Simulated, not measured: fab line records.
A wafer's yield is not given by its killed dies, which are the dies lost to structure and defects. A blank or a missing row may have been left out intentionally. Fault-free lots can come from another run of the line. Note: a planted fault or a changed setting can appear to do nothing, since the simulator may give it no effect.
fab line records ; flow nandHarc
[record] lots = 5; wafers = 15; lastDay = 31
route steps=1302 shown A_ONON_D1@438 A_CHANNEL_HOLE_D1@450 END@1302
lots untouched by any fault: they come from a run of this same line in which no faults occurred
startH: hours from the record's opening day to when the first of the lot's shown wafers began ; waitH: hours from the lot's prior step to this one ; " the same as in the row above ; L1.1+2: one row covering several wafers at once ; - value missing, or start not given ; * or withheld: withheld ; < > ~ a bound
route shown NAME@n: a module of which the file shows steps, and the number in the route of the first ; usual: mean/standard deviation taken from wafers without a fault ; same: alike in all rows ; chamber/n: place in a boat ; sites: the reading at each site ; _std_site: how widely they spread, as a standard deviation ; _edge_site: inner sites' mean taken away from outer sites' mean ; radiusMm: how far each site lies from the wafer's centre ; mask NAME#n: copy n ; behind: the most recent tool/chamber to have shaped the wafer ; hold: reason for holding the lot/hours on hold/outcome of the hold ; device: the transistor (n, p or np) that didn't switch ; end of line: the tests these same wafers got at the end of their route ; step lacking rows: just its recipe ; killed: at the first sort, the dies lost to defects and structure; wafer yield is something else ; map: a wafer's dies, x killed, . not, _ none there
set.NAME: setting as actually run; set.NAME@STEP: the setting as run at that earlier step ; model.NAME: the simulator's own value behind a step, which no gauge read
lots at some steps of the route; a table a step, a row a wafer
services: from which hour (startH, from the record's first day; less than 0 if before it) a tool's chamber was out of use, for how many hours, and why
[[steps]]
[step NHARC_A_ONON_D1_DEP_19]
[recipe] targetThkA = 10000; n2FlowSccm = 2750; n2oFlowSccm = 2000; nh3FlowSccm = 500; sih4FlowSccm = 210; tempC = 400
[step NHARC_A_ONON_D1_DEP_22]
[recipe] targetThkA = 10000; n2FlowSccm = 2750; n2oFlowSccm = 2000; nh3FlowSccm = 500; sih4FlowSccm = 210; tempC = 400
[step NHARC_A_ONON_D1_DEP_25]
[recipe] targetThkA = 10000; n2FlowSccm = 2750; n2oFlowSccm = 2000; nh3FlowSccm = 500; sih4FlowSccm = 210; tempC = 400
[step NHARC_A_ONON_D1_DEP_28]
[recipe] targetThkA = 10000; n2FlowSccm = 2750; n2oFlowSccm = 2000; nh3FlowSccm = 500; sih4FlowSccm = 210; tempC = 400
[step NHARC_A_ONON_D1_DEP_33]
[recipe] targetThkA = 2000; tempC = 400; pressureTorr = 6.5; rfW = 900; teosFlowSccm = 161.4; flowSccm = 2650; targetThkNm = 200; gas = O2; material = SiO2
[step NHARC_A_CHANNEL_HOLE_D1_DEP_00]
[recipe] targetThkA = 31000; tempC = 400; material = aC
[usual] throttleValvePct = 35.001/0.0097
lot.wafer;tool;chamber;startH;waitH;throttleValvePct
L872.1;aclDep-03;0;257.44;3.1;35.007
L872.4;aclDep-03;0;257.44;3.1;34.982
L872.5;aclDep-03;0;257.44;3.1;34.989
L871.3;aclDep-02;0;259.09;4.7;34.998
L871.4;aclDep-02;0;259.09;4.7;34.999
L871.6;aclDep-02;0;259.09;4.7;35.001
L880.3;aclDep-02;0;339.49;1.6;34.984
L880.4;aclDep-02;0;339.49;1.6;35.014
L880.6;aclDep-02;0;339.49;1.6;35.002
L879.2;aclDep-02;0;341.05;2.9;35.001
L879.3;aclDep-02;0;341.05;2.9;35.013
L879.5;aclDep-02;0;341.05;2.9;34.999
L881.1;aclDep-02;0;349.17;1.4;35.015
L881.3;aclDep-02;0;349.17;1.4;34.991
L881.4;aclDep-02;0;349.17;1.4;34.995
[step NHARC_A_CHANNEL_HOLE_D1_DEP_01]
[recipe] targetThkA = 1400; targetThkNm = 140; tempC = 400; pressureTorr = 3.5; flowSccm = 200; rfW = 350; material = SiON
[step NHARC_A_CHANNEL_HOLE_D1_DEHYDRATE_02]
[recipe] tempC = 150; timeS = 120
[step NHARC_A_CHANNEL_HOLE_D1_HMDS_03]
[recipe] timeS = 30
[step NHARC_A_CHANNEL_HOLE_D1_COAT_36]
[recipe] tempC = 260; timeS = 75
[step NHARC_A_CHANNEL_HOLE_D1_COAT_37]
[recipe] tempC = 225; timeS = 65
[step NHARC_A_CHANNEL_HOLE_D1_COAT_04]
[recipe] spinRpm = 1500; resistThkNm = 90
[step NHARC_A_CHANNEL_HOLE_D1_SOFTBAKE_05]
[recipe] tempC = 105; timeS = 55
[step NHARC_A_CHANNEL_HOLE_D1_EBR_06]
[step NHARC_A_CHANNEL_HOLE_D1_EXPOSE_07]
[recipe] na = 1.35; targetCdNm = 100; sigmaOuter = 0.3; doseMj = 59.65; maskId = HOLE_D1
[step NHARC_A_CHANNEL_HOLE_D1_PEB_08]
[recipe] pebTempC = 100; pebTimeS = 65
[step NHARC_A_CHANNEL_HOLE_D1_DEVELOP_09]
[recipe] developTimeS = 35; devTempC = 23
[step NHARC_A_CHANNEL_HOLE_D1_DESCUM_15]
[recipe] timeS = 3; o2FlowSccm = 200; arFlowSccm = 0; biasPowerW = 0; chemistry = O2
[step NHARC_A_CHANNEL_HOLE_D1_ETCH_38]
[recipe] targetDepthA = 390; overEtchFrac = 0.3; timeS = 65; ionEnergyEv = 80; cf4FlowSccm = 150; arFlowSccm = 0; rfW = 300; biasW = 100; chemistry = CF4
[step NHARC_A_CHANNEL_HOLE_D1_ETCH_39]
[recipe] targetDepthA = 2600; overEtchFrac = 0.3; timeS = 325; ionEnergyEv = 200; n2FlowSccm = 150; h2FlowSccm = 150; arFlowSccm = 0; rfW = 400; biasW = 150; chemistry = N2/H2
[step NHARC_A_CHANNEL_HOLE_D1_ETCH_34]
[recipe] targetDepthA = 1540; timeS = 77; cf4FlowSccm = 100; chf3FlowSccm = 30; arFlowSccm = 0; rfW = 500; biasW = 200; chemistry = CF4/CHF3
[step NHARC_A_CHANNEL_HOLE_D1_ETCH_16]
[recipe] targetDepthA = 31000; overEtchFrac = 0.3; timeS = 806; ionEnergyEv = 150; o2FlowSccm = 400; cosFlowSccm = 20; arFlowSccm = 0; rfW = 500; biasW = 300; chemistry = O2/COS
[step NHARC_A_CHANNEL_HOLE_D1_ETCH_19]
[recipe] biasV = 1200; sourceW = 2500; pressureMtorr = 15; timeS = 34.5; arFlowSccm = 375; c4f8FlowSccm = 28.8; o2FlowSccm = 96.2; tempC = -20; targetDepthA = *; chemistry = C4F8/O2/Ar
[step NHARC_A_CHANNEL_HOLE_D1_ETCH_20]
[recipe] biasV = 3000; sourceW = withheld; pressureMtorr = 20; timeS = 361.9; arFlowSccm = 375; c4f8FlowSccm = 89.3; o2FlowSccm = 35.7; tempC = -20; targetDepthA = 16000; chemistry = C4F8/O2/Ar
[step NHARC_A_CHANNEL_HOLE_D1_ETCH_21]
[recipe] biasV = 3000; sourceW = withheld; pressureMtorr = 20; timeS = 514.3; arFlowSccm = 375; c4f8FlowSccm = 89.3; o2FlowSccm = 35.7; tempC = -20; targetDepthA = 16000; chemistry = C4F8/O2/Ar
[step NHARC_A_CHANNEL_HOLE_D1_ETCH_22]
[recipe] biasV = 3000; sourceW = withheld; pressureMtorr = 20; timeS = 666.7; arFlowSccm = 375; c4f8FlowSccm = 89.3; o2FlowSccm = 35.7; tempC = -20; targetDepthA = 16000; chemistry = C4F8/O2/Ar
[step NHARC_A_CHANNEL_HOLE_D1_ETCH_23]
[recipe] biasV = 5000; sourceW = withheld; pressureMtorr = 20; timeS = 819; arFlowSccm = 375; c4f8FlowSccm = 89.3; o2FlowSccm = 35.7; tempC = -20; targetDepthA = 16000; chemistry = C4F8/O2/Ar
[step NHARC_A_CHANNEL_HOLE_D1_ETCH_24]
[recipe] biasV = 5000; sourceW = withheld; pressureMtorr = 20; timeS = 906.2; arFlowSccm = 375; c4f8FlowSccm = 93.8; o2FlowSccm = 31.2; tempC = -20; targetDepthA = 15000; chemistry = C4F8/O2/Ar
[step NHARC_A_CHANNEL_HOLE_D1_ETCH_25]
[recipe] biasV = 5000; sourceW = withheld; pressureMtorr = 20; timeS = 1040.2; arFlowSccm = 375; c4f8FlowSccm = 93.8; o2FlowSccm = 31.2; tempC = -20; targetDepthA = 15000; chemistry = C4F8/O2/Ar
[step NHARC_A_CHANNEL_HOLE_D1_ETCH_26]
[recipe] biasV = 300; sourceW = 2000; pressureMtorr = 30; timeS = 224.1; arFlowSccm = 375; c4f8FlowSccm = 11.4; o2FlowSccm = 113.6; tempC = -20; targetDepthA = 3000; chemistry = C4F8/O2/Ar
[step NHARC_A_CHANNEL_HOLE_D1_ETCH_33]
[recipe] biasV = 400; sourceW = 2000; pressureMtorr = 25; timeS = 90; arFlowSccm = 375; c4f8FlowSccm = 41.7; o2FlowSccm = 83.3; tempC = -20; targetDepthA = 4000; chemistry = C4F8/O2/Ar
[step NHARC_END_SORT_01]
[recipe] tempC = 25
[usual] killedAtArray = 56/20; killedAtOther = 0.9/1.1; killedAtPeriphery = 3.7/3; killedDies = 61/21; killedOpen = 2.9/1.6; killedShort = 2.6/1.4
[same] grossDies = 677
lot.wafer;tool;chamber;startH;waitH;killedAtArray;killedAtOther;killedAtPeriphery;killedDies;killedOpen;killedShort
L880.3;prober-01;0;719.63;3.1;637;4;3;644;1;2
L880.4;prober-01;0;720.43;3.4;578;3;9;590;4;6
L880.6;prober-01;0;722.05;4.0;589;3;4;596;0;3
L879.2;prober-02;0;725.63;2.8;628;0;4;632;5;4
L879.3;prober-02;0;726.42;3.1;617;0;2;619;4;0
L879.5;prober-02;0;728.00;3.7;578;0;2;580;4;2
L881.1;prober-01;0;737.27;2.5;617;0;2;619;2;2
L881.3;prober-01;0;738.86;3.1;601;0;4;605;2;1
L881.4;prober-01;0;739.66;3.4;602;0;1;603;1;2
// killed by level:class
L880.3 A_CHANNEL_HOLE_D1:areaDep=568 A_SLIT:chamberFilmFlake=28 A_CHANNEL_HOLE_D2:chamberFilmFlake=22 A_STAIRCASE:chamberFilmFlake=7 A_CHANNEL_HOLE_D1:chamberFilmFlake=3 THIN_TSV:chamberFilmFlake=3 A_WL_FILL:chamberFilmFlake=2 A_CONTACT:chamberFilmFlake=2
L880.4 A_CHANNEL_HOLE_D1:areaDep=501 A_CHANNEL_HOLE_D2:chamberFilmFlake=29 A_SLIT:chamberFilmFlake=23 A_CHANNEL_HOLE_D1:chamberFilmFlake=8 P_GATE:chamberFilmFlake=3 P_M2:chamberFilmFlake=3 A_STAIRCASE:chamberFilmFlake=3 P_CONTACT:chamberFilmFlake=2
L880.6 A_CHANNEL_HOLE_D1:areaDep=514 A_SLIT:chamberFilmFlake=34 A_CHANNEL_HOLE_D2:chamberFilmFlake=21 A_CHANNEL_HOLE_D1:chamberFilmFlake=7 A_STAIRCASE:chamberFilmFlake=4 THIN_TSV:chamberFilmFlake=3 P_CONTACT:chamberFilmFlake=2 P_M2:chamberFilmFlake=2
L879.2 A_CHANNEL_HOLE_D1:areaDep=594 A_CHANNEL_HOLE_D1:chamberFilmFlake=16 A_DECK1_JOINT:chamberFilmFlake=3 A_STAIRCASE:chamberFilmFlake=3 P_CONTACT:geometricParticle:open=2 A_SLIT:chamberFilmFlake=2 A_CHANNEL_FILL_D1:geometricParticle:short=1 A_DECK1_JOINT:geometricParticle:short=1
L879.3 A_CHANNEL_HOLE_D1:areaDep=585 A_CHANNEL_HOLE_D1:chamberFilmFlake=21 A_STAIRCASE:chamberFilmFlake=3 P_CONTACT:geometricParticle:open=1 A_ONON_D2:geometricParticle:open=1 A_SLIT:geometricParticle:open=1 A_BLC:geometricParticle:open=1 P_ZERO_WELL:chamberFilmFlake=1
L879.5 A_CHANNEL_HOLE_D1:areaDep=530 A_CHANNEL_HOLE_D1:chamberFilmFlake=36 A_CONTACT:chamberFilmFlake=4 A_STAIRCASE:chamberFilmFlake=2 P_GATE:geometricParticle:open=1 P_M0:geometricParticle:short=1 A_SOURCE_PLATE:geometricParticle:short=1 A_CHANNEL_FILL_D1:geometricParticle:open=1
L881.1 A_CHANNEL_HOLE_D1:areaDep=526 A_SLIT:chamberFilmFlake=28 A_CHANNEL_HOLE_D2:chamberFilmFlake=22 A_CHANNEL_HOLE_D1:chamberFilmFlake=16 A_CONTACT:chamberFilmFlake=9 A_SGD_CUT:chamberFilmFlake=7 A_STAIRCASE:chamberFilmFlake=6 P_M2:geometricParticle:open=1
L881.3 A_CHANNEL_HOLE_D1:areaDep=482 A_CHANNEL_HOLE_D1:chamberFilmFlake=31 A_CHANNEL_HOLE_D2:chamberFilmFlake=31 A_SLIT:chamberFilmFlake=30 A_STAIRCASE:chamberFilmFlake=13 A_SGD_CUT:chamberFilmFlake=7 A_CONTACT:chamberFilmFlake=5 P_M0:geometricParticle:open=1
L881.4 A_CHANNEL_HOLE_D1:areaDep=497 A_SLIT:chamberFilmFlake=34 A_CHANNEL_HOLE_D2:chamberFilmFlake=30 A_CHANNEL_HOLE_D1:chamberFilmFlake=20 A_STAIRCASE:chamberFilmFlake=6 A_CONTACT:chamberFilmFlake=6 A_SGD_CUT:chamberFilmFlake=3 A_CHANNEL_FILL_D1:geometricParticle:short=1
// map L879.2 (x killed, . not)
____________.____________
_________xx.xxxx_________
_______..xxxxxxxx._______
______xxxxxxxxxx.xx______
_____xxxxxxxx.xxxx.x_____
____xxxxxxxxxxxxx..xx____
____xxxxxxxxxxxxxxxxx____
___x.xxxxxxxxxxxxxxxx.___
___xxxxxxxxxxxxxxxxxxx___
__xxxxxxxxxxxxxxxxxxxxx__
__xxxxxxxxxxxxxxxxxx.xx__
_xxxxxxxxxxxxxxxxxxxxx.x_
_.xxxxxxxxxxxxxxxxx.xxxx_
_xxxxxxxxxxxxxxxxxxxx.xx_
_.x.xxxxxxxxxxxxxxxxxxxx_
_xxxxxxxxxxxxxxxxxxxxx.x_
xxxxxxxxxxxxxxxxxxxx.x.xx
xxxxxxxxxxxxxxxxxxxxxxxx.
.xxxxxxxxxxxxxxxxxxxxxxxx
xxxxxxxxxxxxxxx.xxxxxx.xx
xxxxxxxxxxxxxxxxxxxxxxxxx
_xx.xxxxxxxxxxxxxxxxxxxx_
_xx.xxxxxxxxxxxxxxxxxxxx_
_xxxxxxxxxxxxxxxxxxxxx.x_
_..xxxxxxxxxxxxxxxxxxxxx_
_xxxxxxxxxxxxxxxxxxxxxxx_
__x.xx.xxxxxxxxxxxxx.x.__
__xxxxxxxxxxxxxxxxxxxxx__
___xxxxxx.xxxxxxxxxxxx___
___xxxxxxxxxxxxxxxxx..___
____xxxxxxxxxxxxxxxxx____
____xxxxxxxxxxxxxxxxx____
_____xxxxxxxxxxxxxxx_____
______xx.xxxxxxxxxx______
_______x.x.x.xxxxx_______
_________x..xxxx_________
____________.____________
// map L880.3 (x killed, . not)
____________.____________
_________xxxxxxx_________
_______xxxxxxxxxxx_______
______.xx.xxxxxxxx.______
_____xxxxxxxxxxxx.xx_____
____.xxxxxxxxxxxxxxx.____
____xxxxxxx..xxxxxxxx____
___xxxxxxxx.xxxxxxx.xx___
___xxxxxxxxxxxxxxxxxxx___
__xx.xxxxxxxxxxxxxxxxxx__
__xxxx.xxxxxxxxxxxxxx.x__
_xxxxxxxxxxxxxxxxxxxxxxx_
_xxxxxxxxxxxxxxxxxxxxxxx_
_xxxxxxxxxxxxxxxxxxxxxxx_
_xxxxxxxxxxxxxxxx.xxxxxx_
_xxxxxxxxxxxxxxxxxxxxxxx_
xxxxxxxxxxxxxxxxxxxxxxxxx
xxxxxx.xxxxxxxxxxxxx.xxxx
xxxxxxxxxxxxxxxxxxxxx.xxx
xxxxxxxxxxxxxxxxxxxx.xxxx
xxxxxxxxxxxxxxxxxxxxxxxx.
_xxxxxx.xxxxxxxxxxxxxx.x_
_xxxxxxxxxxxxxxxxxxxxxx._
_xxxxxxxxxxxx.xxxxxxxxxx_
_xxxxxxxxx.xxxxxxxxxxxxx_
_xxxxxxxxxxxxxxxxxxxxxxx_
__xxxxxxxxxxxxxxxxxxxx.__
__xxxxxx.xxxxxxxxxxxxxx__
___xxxxxxxxxxxxxxxxxxx___
___xxxxxxxxxxxxxxxxxxx___
____xxxxxxxxxxxxxxxxx____
____xxxxxxx.xxxxxxx.x____
_____xxxxxxxxxxxxxxx_____
______xxxxxxxxxxxxx______
_______.xxxx.xxx.x_______
_________xxxx.xx_________
____________x____________
[[services]]
tool;chamber;startH;hours;kind
aclDep-02;-;245.46;13.0;pm
aclDep-03;-;297.00;13.0;pm
[[key]]
[firstSign] step = NHARC_END_SORT_01; reading = killedAtArray; direction = up; sigmas = 27; usual = 56; struck = 605
[effect] step = NHARC_END_SORT_01; reading = killedDies; direction = up; sigmas = 27; usual = 61; struck = 610
[moreKillsBornAt] NHARC_A_CHANNEL_HOLE_D1_DEP_00@aclDep-02 = 4797
metAt NHARC_A_CHANNEL_HOLE_D1_DEP_00
struckWafers L879.2,L879.3,L879.5,L880.3,L880.4,L880.6,L881.1,L881.3,L881.4
laterRowsLeftOut L879.2,L879.3,L879.5,L880.3,L880.4,L880.6,L881.1,L881.3,L881.4
testerLeftOut L879,L880,L881
onsetBetween 259.09 339.49
alsoFits time
[fault] kind = processParameterDrift; tool = aclDep-02; chamber = -; onsetH = 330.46; steps = NHARC_A_CHANNEL_HOLE_D1_DEP_00; channel = targetThkA; offset = *; shape = step; endH = 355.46; actsIn = *; stated = *
// testerLeftOut: of these lots the tester's yield and bins aren't shown, on N5 and GAA mostly nor the transistor test; their killed dies are dies lost to structure and defects alone, not to doping, threshold or leakage, so they don't give the yield
// laterRowsLeftOut: the simulator's readings of these wafers behind a module that went badly wrong aren't trusted and aren't shown, but for the sort
